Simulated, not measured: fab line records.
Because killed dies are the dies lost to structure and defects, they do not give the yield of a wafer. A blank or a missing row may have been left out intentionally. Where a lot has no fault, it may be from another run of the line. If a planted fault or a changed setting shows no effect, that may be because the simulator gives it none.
A lot that was struck, set against a sound lot	flow n5-finfet	15 out of 1938 route steps
Sound: these wafers, L165.2, L165.5, L165.6. Struck: wafers L171.2, L171.4, L171.5. The cause comes at the end.
For every step that has rows: the tool of each side, followed by ch and its chambers, followed by its first start. Under that, the readings that differ: sound wafers	struck wafers	difference of the means	sigmas: that difference in standard deviations of wafers without a fault.
alike: words and numbers the same on both sides, and readings whose means are apart by under 2 such deviations; not compared: readings that were withheld, readings missing a value for some wafer, numbers with overlapping values and no deviation given by the record, and bounds like >300 which may hide the same value.
Wherever a step has rows on one side only, a row that says differs or no value, or a row with sigmas, the two part there. When numbers do not overlap yet have no deviation, they are printed without sigmas and do not part them. A reading that every wafer of one side lacks parts them only if that side has two wafers or more.

first, 4 steps without rows for these wafers: N5_BEOL_M4_SOFTBAKE_23 (time 60 s); N5_BEOL_M4_EXPOSE_25 (exposes mask V3, defocus 5 nm); N5_BEOL_M4_PEB_26 (peb time 60 s); N5_BEOL_M4_DEVELOP_27 (develop time 30 s).
N5_BEOL_M4_CD_MEAS_28: target cd 26.2 nm, target cd y 24.1 nm.
  sound on cd-sem-02 ch 0, day 10 02:31; struck on cd-sem-01 ch 0, day 11 03:49
  alike: cd-nm
N5_BEOL_M4_OVL_MEAS_29:
  sound on overlay-01 ch 0, day 10 02:32; struck on overlay-02 ch 0, day 11 03:50
  alike: V3_OVL
N5_BEOL_M4_INSPECT_30: inspects for defects (brightfield).
  sound: defect-inspect-02 at day 10 02:36; struck: defect-inspect-01 at day 11 03:53
  alike: raw-defect-count
N5_BEOL_M4_DESCUM_33: chemistry O2, time 7 s.
  sound on rie-diel-01 ch 0,1,3, day 10 02:38; struck on rie-diel-01 ch 1,2,3, day 11 03:56
  alike: bias-power-w, drypump-motor-current-A, oes-product-au, rf-vpp-V, showerhead-plenum-p-Torr, throttle-valve-pct
  not compared: rf-hours-counter-h
N5_BEOL_M4_ETCH_77: etches underlayer in N2/H2, target depth 6.5 nm, time 5.2 s.
  sound on rie-diel-01 ch 0,1,3, day 10 02:40; struck on rie-diel-01 ch 1,2,3, day 11 03:58
  alike: bias-w, drypump-motor-current-A, etch-rf-on-time-s, oes-product-au, rf-vpp-V, showerhead-plenum-p-Torr, throttle-valve-pct
  not compared: rf-hours-counter-h
N5_BEOL_M4_ETCH_69: etches SiARC in CF4, target depth 15.6 nm, time 26 s.
  sound on rie-diel-01 ch 0,1,3, day 10 02:41; struck on rie-diel-01 ch 1,2,3, day 11 03:59
  alike: bias-w, drypump-motor-current-A, etch-rf-on-time-s, oes-product-au, rf-vpp-V, showerhead-plenum-p-Torr, throttle-valve-pct
  not compared: rf-hours-counter-h
N5_BEOL_M4_ALD_98: deposits SiO2, target thk 2.5 nm, pulse time 1 s, co reactant pulse time 1 s.
  sound on ald-sin-02 ch 1,2,3, day 10 03:28; struck on ald-sin-04 ch 1,2,3, day 11 04:11
  alike: heater-power-w, precursor-pulse-height-rel
N5_BEOL_M4_ETCHBACK_99: etches SiO2 in CHF3, target depth 5 nm, time 10.4 s.
  sound on rie-diel-01 ch 0,1,3, day 10 07:54; struck on rie-diel-01 ch 0,1,3, day 11 14:14
  alike: bias-w, drypump-motor-current-A, oes-product-au, rf-vpp-V, showerhead-plenum-p-Torr, throttle-valve-pct
  not compared: rf-hours-counter-h
N5_BEOL_M4_ETCH_70: etches SOC in N2/H2, target depth 80 nm, overetch 24 nm, time 130 s.
  sound on rie-diel-01 ch 0,1,3, day 10 07:56; struck on rie-diel-01 ch 0,1,3, day 11 14:16
reading	sound	struck	difference	sigmas
bias-w (W)	150.2 149.2 149.6	137.8 136.8 136.3	-12.7	-26
rf-vpp-V (V)	524.7 523.2 528.5	496.3 494.7 499.8	-28.5	-14
model.SiARC_of_BEOL_M4_COAT_68.thk-nm (nm)	5.8 5.8 5.8	6.6 6.4 6.6	+0.7	
  alike: drypump-motor-current-A, oes-product-au, showerhead-plenum-p-Torr, throttle-valve-pct
  not compared: rf-hours-counter-h
then, 1 step without rows for these wafers: N5_BEOL_M4_STRIP_71 (strips in N2/H2).
N5_BEOL_M4_RC_MEAS_101:
  sound on prober-02 ch 0, day 10 12:12; struck on prober-01 ch 0, day 11 20:25
reading	sound	struck	difference	sigmas
IOFF_P (nA/um)	0.24 0.28 0.24	0.16 0.16 0.18	-0.09	-3
ION_P (uA/um)	466 472 468	447 448 457	-18	-3
VT_P (mV)	-246 -245 -247	-257 -257 -256	-11	-3
  alike: DIBL_N, DIBL_P, IOFF_N, ION_N, SS_N, SS_P, VT_N

== WHERE THEY PART ==
Last at N5_BEOL_M4_RC_MEAS_101 as far as this record goes, first at N5_BEOL_M4_ETCH_70.

WHY: whatever the simulator had introduced
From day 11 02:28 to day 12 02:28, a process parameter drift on rie-diel-01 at N5_BEOL_M4_ETCH_70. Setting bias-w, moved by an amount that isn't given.
